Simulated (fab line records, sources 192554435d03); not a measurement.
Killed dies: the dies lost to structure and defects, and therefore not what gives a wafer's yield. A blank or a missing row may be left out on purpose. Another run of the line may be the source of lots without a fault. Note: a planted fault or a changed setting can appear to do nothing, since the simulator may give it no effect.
Struck lot and sound lot, side by side    flow n5 finfet    40 steps out of a route of 1938
Sound: the wafers L823.2, L823.3, L823.6. Wafers L838.2, L838.4, L838.5 were the ones struck. The cause is named last.
For every step that has rows: the tool of each side, followed by ch and its chambers, followed by its first start. Under that, the readings that differ: sound wafers    struck wafers    difference of the means    sigmas: that difference in standard deviations of wafers without a fault.
alike: readings with means less than 2 such deviations apart, plus words and numbers identical on both sides. not compared: withheld readings, readings lacking a value on some wafer, bounds such as >300 that could conceal the same value, and numbers that have no deviation in the record and whose values overlap.
A row with sigmas, a row that says differs or no value, or rows on one side alone: a step with any of these is where the two part. Numbers that don't overlap but have no deviation are shown without sigmas and don't part them. A reading missing from all wafers of one side parts the sides only when that side holds two or more wafers.

first, 9 steps without rows for these wafers: N5_MOL_CONTACT_COAG_CVD_140 (deposits W, target thk 66.5 nm, time 215 s); N5_MOL_CONTACT_COAG_PRECLEAN_127 (cleans in DIW, time 57.5 s); N5_MOL_CONTACT_COAG_SRD_128 (dry time 32 s); N5_MOL_CONTACT_COAG_CMP_52 (polishes, stops on SiO2, t overpolish 1.5 s, target thk 66.5 nm); N5_MOL_CONTACT_COAG_ANNEAL_112 (time 1800 s); N5_BEOL_M0_SAQP_PECVD_00 (deposits SiCN from 3MS/NH3, target thk 8 nm, time 14 s); N5_BEOL_M0_SAQP_ILD_DEP_01 (deposits SiOC from DEMS/O2, target thk 45.419 nm, time 8.7 s); N5_BEOL_M0_SAQP_HM_DEP_02 (deposits TiN, target thk 12 nm); N5_BEOL_M0_SAQP_PECVD_03 (deposits SiCN from 3MS/NH3, target thk 12 nm, time 21.1 s).
N5_BEOL_M0_SAQP_PECVD_96: deposits a-Si from SiH4/He, target thk 45 nm, time 45.2 s.
  sound on pecvd-03 ch 0,2, day 6 02:04; struck on pecvd-03 ch 0,1, day 9 18:25
  alike: chamber pressure Torr, heater power w, rf fwd power W, showerhead plenum p Torr, throttle valve pct
then, 11 steps without rows for these wafers: N5_BEOL_M0_SAQP_PECVD_97 (deposits SiNx from SiH4/NH3/N2, target thk 23 nm, time 19.9 s); N5_BEOL_M0_SAQP_PECVD_04 (deposits a-Si from SiH4/He, target thk 60 nm, time 60.2 s); N5_BEOL_M0_SAQP_HM_DEP_111 (deposits SiO2 from SiH4/N2O, target thk 12 nm, time 7.2 s); N5_BEOL_M0_SAQP_COAT_81 (time 60 s, resist thk 100 nm); N5_BEOL_M0_SAQP_COAT_82 (time 60 s, resist thk 30 nm); N5_BEOL_M0_SAQP_COAT_08 (resist thk 90 nm); N5_BEOL_M0_SAQP_EBR_10; N5_BEOL_M0_SAQP_SOFTBAKE_09 (time 60 s); N5_BEOL_M0_SAQP_EXPOSE_11 (exposes mask M0 CORE, target cd 42 nm); N5_BEOL_M0_SAQP_PEB_12 (peb time 60 s); N5_BEOL_M0_SAQP_DEVELOP_13 (develop time 30 s).
N5_BEOL_M0_SAQP_INSPECT_16: inspects for defects (brightfield).
  sound: defect inspect-02 at day 6 02:39; struck: defect inspect-01 at day 9 19:05
reading           sound        struck         difference  sigmas
raw defect count  514 452 508  1136 978 1033  +558        +5
then, 14 steps without rows for these wafers: N5_BEOL_M0_SAQP_DESCUM_19 (chemistry O2, time 7.9 s); N5_BEOL_M0_SAQP_ETCH_83 (etches SiARC in CF4, target depth 39 nm, time 65 s); N5_BEOL_M0_SAQP_ETCH_84 (etches SOC in N2/H2, target depth 100 nm, overetch 20 nm, time 150 s); N5_BEOL_M0_SAQP_STRIP_80 (strips in N2/H2); N5_BEOL_M0_SAQP_HM_OPEN_112 (chemistry CHF3/O2, target SiO2, stops on a-Si, target depth 12 nm, time 13.5 s); N5_BEOL_M0_SAQP_STRIP_113 (strips in CHF3/O2); N5_BEOL_M0_SAQP_MANDREL_ETCH_20 (etches a-Si in HBr/Cl2, stops on SiNx, target depth 60 nm, bt time 10 s, time 30 s); N5_BEOL_M0_SAQP_STRIP_86 (strips in N2/H2); N5_BEOL_M0_SAQP_STRIP_115 (strips in post etch residue remover, time 60 s); N5_BEOL_M0_SAQP_SRD_93 (time 30 s); N5_BEOL_M0_SAQP_RECESS_114 (chemistry HF/NH3, target SiO2, target depth 14.4 nm, afs cycles 3, sublimation time 60 s); N5_BEOL_M0_SAQP_SPACER1_ALD_98 (deposits SiO2, target thk 12.8 nm, pulse time 1 s, purge time 2 s); N5_BEOL_M0_SAQP_SPACER1_ETCHBACK_99 (etches SiO2 in CHF3/O2, target depth 15.4 nm, time 7.7 s); N5_BEOL_M0_SAQP_MANDREL1_REMOVE_100 (chemistry HBr/Cl2/O2, target a-Si, stops on SiNx, bt time 10 s).
N5_BEOL_M0_SAQP_INSPECT_42: inspects for defects (brightfield).
  sound: defect inspect-02 at day 6 06:53; struck: defect inspect-01 at day 9 23:33
reading           sound        struck       difference  sigmas
raw defect count  348 221 353  784 863 893  +539        +7
N5_BEOL_M0_CUTY_INSPECT_59: inspects for defects (macro).
  sound: defect inspect-02 at day 6 08:16; struck: defect inspect-01 at day 10 01:19
reading           sound  struck          difference  sigmas
raw defect count  5 2 3  >300 >300 >300  differs     
-- the record jumps here: 2 days lie between the struck wafers' starts before and after (it left off in module BEOL_M0_CUTY and takes up again in module BEOL_M4, whose first step shown is number 1111 of the route) --
N5_BEOL_M4_RC_MEAS_101:
  sound on prober-01 ch 0, day 9 00:07; struck on prober-01 ch 0, day 12 12:02
reading         sound           struck          difference  sigmas
DIBL_P (mV/V)   40.7 38.9 39.6  38.1 32.4 34.6  -4.7        -2
IOFF_P (nA/um)  0.31 0.29 0.29  0.22 0.14 0.17  -0.12       -3
VT_P (mV)       -242 -242 -242  -250 -258 -255  -12         -3
  alike: DIBL_N, IOFF_N, ION_N, ION_P, SS_N, SS_P, VT_N
-- a jump in the record: the struck wafers' starts before and after are 5 days apart (it breaks off in module BEOL_M4 and resumes in module PASSIVATION, where the first step shown is number 1936 of the route) --
N5_PASSIVATION_PROBE_49:
  record: rows for the struck wafers here (prober-02, day 17 04:12), none for the sound ones

== WHERE THEY PART ==
At N5_BEOL_M0_SAQP_INSPECT_16 first; at N5_PASSIVATION_PROBE_49 last (within this record only).

WHY: what had been put in by the simulator
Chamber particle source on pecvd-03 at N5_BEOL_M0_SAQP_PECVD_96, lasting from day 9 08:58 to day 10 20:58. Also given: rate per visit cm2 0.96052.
